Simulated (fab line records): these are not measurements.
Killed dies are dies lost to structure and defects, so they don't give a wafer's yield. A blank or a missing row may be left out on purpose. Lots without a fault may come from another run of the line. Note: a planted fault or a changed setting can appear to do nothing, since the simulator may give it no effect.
Split-lot study + flow n5-finfet + 21 wafers read from 7 lots, route of 1938 steps

## ON THE SPLIT
At N5_BEOL_M0_SAQP_PECVD_96 (deposits a-Si from SiH4/He, target thk 45 nm, time 45.2 s), the setting time-s was moved away from the recipe's 45.2 s on 5 of the 21 wafers read, by -14.2% to +12.3%. The other wafers ran this setting at the recipe's value.

## FROM THE SPLIT TO THE READING: what the file shows between them, 4 steps
- N5_BEOL_M0_SAQP_PECVD_97: deposits SiNx from SiH4/NH3/N2, target thk 23 nm, time 19.9 s
- N5_BEOL_M0_SAQP_PECVD_04: deposits a-Si from SiH4/He, target thk 60 nm, time 60.2 s
- N5_BEOL_M0_SAQP_ETCH_101: etches SiNx in CH3F/O2, target depth 29.9 nm, time 42.7 s
- N5_BEOL_M0_SAQP_ETCH_102: etches SiO2 in CF4, target depth 4 nm, time 4.4 s

## THE READING
oes-product-au, in a.u., at N5_BEOL_M0_SAQP_MANDREL_ETCH_103 (etches a-Si in HBr/Cl2, stops on SiCN, target depth 45 nm, bt time 10 s, time 27 s). On this fab line, fault-free wafers typically give 0.681 a.u. with a standard deviation of 0.011 a.u.

| wafer  | tool, chamber at the split | time-s as run, s | against the recipe | oes-product-au, a.u. | against lot-mates on the recipe |
|--------|----------------------------|------------------|--------------------|----------------------|---------------------------------|
| L074.1 | pecvd-02, 2                | 45.2             | recipe             | 0.686                | -                               |
| L074.2 | pecvd-02, 0                | 45.2             | recipe             | 0.682                | -                               |
| L074.3 | pecvd-02, 1                | 45.2             | recipe             | 0.684                | -                               |
| L075.1 | pecvd-04, 2                | 40.24            | -11.0%             | 0.617                | -0.083                          |
| L075.3 | pecvd-04, 0                | 40.24            | -11.0%             | 0.650                | -0.050                          |
| L075.5 | pecvd-04, 0                | 45.2             | recipe             | 0.700                | -                               |
| L081.2 | pecvd-01, 0                | 45.2             | recipe             | 0.661                | -                               |
| L081.3 | pecvd-01, 2                | 45.2             | recipe             | 0.676                | -                               |
| L081.4 | pecvd-01, 0                | 39.05            | -13.6%             | 0.626                | -0.043                          |
| L084.3 | pecvd-04, 0                | 45.2             | recipe             | 0.682                | -                               |
| L084.4 | pecvd-04, 0                | 45.2             | recipe             | 0.687                | -                               |
| L084.6 | pecvd-04, 1                | 45.2             | recipe             | 0.697                | -                               |
| L085.1 | pecvd-02, 0                | 45.2             | recipe             | 0.662                | -                               |
| L085.2 | pecvd-02, 2                | 45.2             | recipe             | 0.661                | -                               |
| L085.6 | pecvd-02, 0                | 50.75            | +12.3%             | 0.728                | +0.067                          |
| L092.2 | pecvd-02, 2,1              | 45.2             | recipe             | 0.668                | -                               |
| L092.3 | pecvd-02, 2,1              | 45.2             | recipe             | 0.682                | -                               |
| L092.5 | pecvd-02, 2                | 45.2             | recipe             | 0.695                | -                               |
| L094.2 | pecvd-04, 2                | 38.8             | -14.2%             | 0.611                | -0.060                          |
| L094.3 | pecvd-04, 0                | 45.2             | recipe             | 0.669                | -                               |
| L094.6 | pecvd-04, 0                | 45.2             | recipe             | 0.674                | -                               |
Where a row lists several chambers, the file gives one row for several wafers and doesn't say which wafer went through which chamber.

THE FIT
A straight line over all 21 wafers: oes-product-au changes by +0.00422 a.u. for each +1% of time-s; r = +0.90; the points scatter about the line by 0.013 a.u.
The same after taking each lot's own level away (the mean of its wafers on the recipe; 21 wafers): +0.0048 a.u. for each +1%; r = +0.94; scatter 0.011 a.u.
On that fit, the largest move of time-s shifts the reading by 0.068 a.u.
The lots' own levels span 0.6615 to 0.7000 a.u., that is 3.5 times the standard deviation above.
So the lot-to-lot level changes the slope: the two fits differ.
Check: for one of the wafers moved furthest among these (-14.2%), held out of the fit, the line's prediction against its lot-mates is -0.0699 a.u. Against them it came out at -0.0605 a.u.

## THE OTHER SPLITS THESE WAFERS WENT THROUGH
Note: prior to the reading, these wafers also went through further splits. Each is held against what the fit with the lots' levels taken away leaves over:
| other split on the same wafers           | wafers away from the commonest value | r with oes-product-au (lot level and that fit taken away) |
|------------------------------------------|--------------------------------------|-----------------------------------------------------------|
| N5_GATE_CUT_EXPOSE_10 dose-mj            | 5                                    | -0.19                                                     |
| N5_MOL_CONTACT_COAG_COAT_58 spin-rpm     | 7                                    | +0.04                                                     |
| N5_MOL_CONTACT_COAG_ETCH_105 bias-w      | 8                                    | -0.01                                                     |
| N5_MOL_CONTACT_COAG_CVD_140 target-thk-a | 8                                    | -0.57                                                     |

## THE WHOLE CHAIN: every reading that the file lists as answering this split, in the file's order
| step                             | what it does                                                                       | reading                                                                               | change (the file's fit)                   | r (the file's) |
|----------------------------------|------------------------------------------------------------------------------------|---------------------------------------------------------------------------------------|-------------------------------------------|----------------|
| N5_BEOL_M0_SAQP_PECVD_96         | deposits a-Si from SiH4/He, target thk 45 nm, time 45.2 s                          | a-Si_of_BEOL_M0_SAQP_PECVD_96.thk-nm (the simulator's own value, which no gauge read) | +0.477 nm for each +1% of the setting     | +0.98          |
| N5_BEOL_M0_SAQP_MANDREL_ETCH_103 | etches a-Si in HBr/Cl2, stops on SiCN, target depth 45 nm, bt time 10 s, time 27 s | oes-product-au                                                                        | +0.00455 a.u. for each +1% of the setting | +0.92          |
| N5_BEOL_M0_SAQP_MANDREL_ETCH_103 | etches a-Si in HBr/Cl2, stops on SiCN, target depth 45 nm, bt time 10 s, time 27 s | etch.depth-nm (the simulator's own value, which no gauge read)                        | +0.477 nm for each +1% of the setting     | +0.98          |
| N5_BEOL_M0_SAQP_SPACER2_ALD_26   | deposits SiO2, target thk 15 nm, pulse time 1 s, purge time 2 s                    | a-Si_of_BEOL_M0_SAQP_PECVD_96.thk-nm (the simulator's own value, which no gauge read) | +0.475 nm for each +1% of the setting     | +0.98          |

## THE FILE'S OWN FIT
oes-product-au changes by +0.00455 a.u. for each +1% of time-s, r = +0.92.
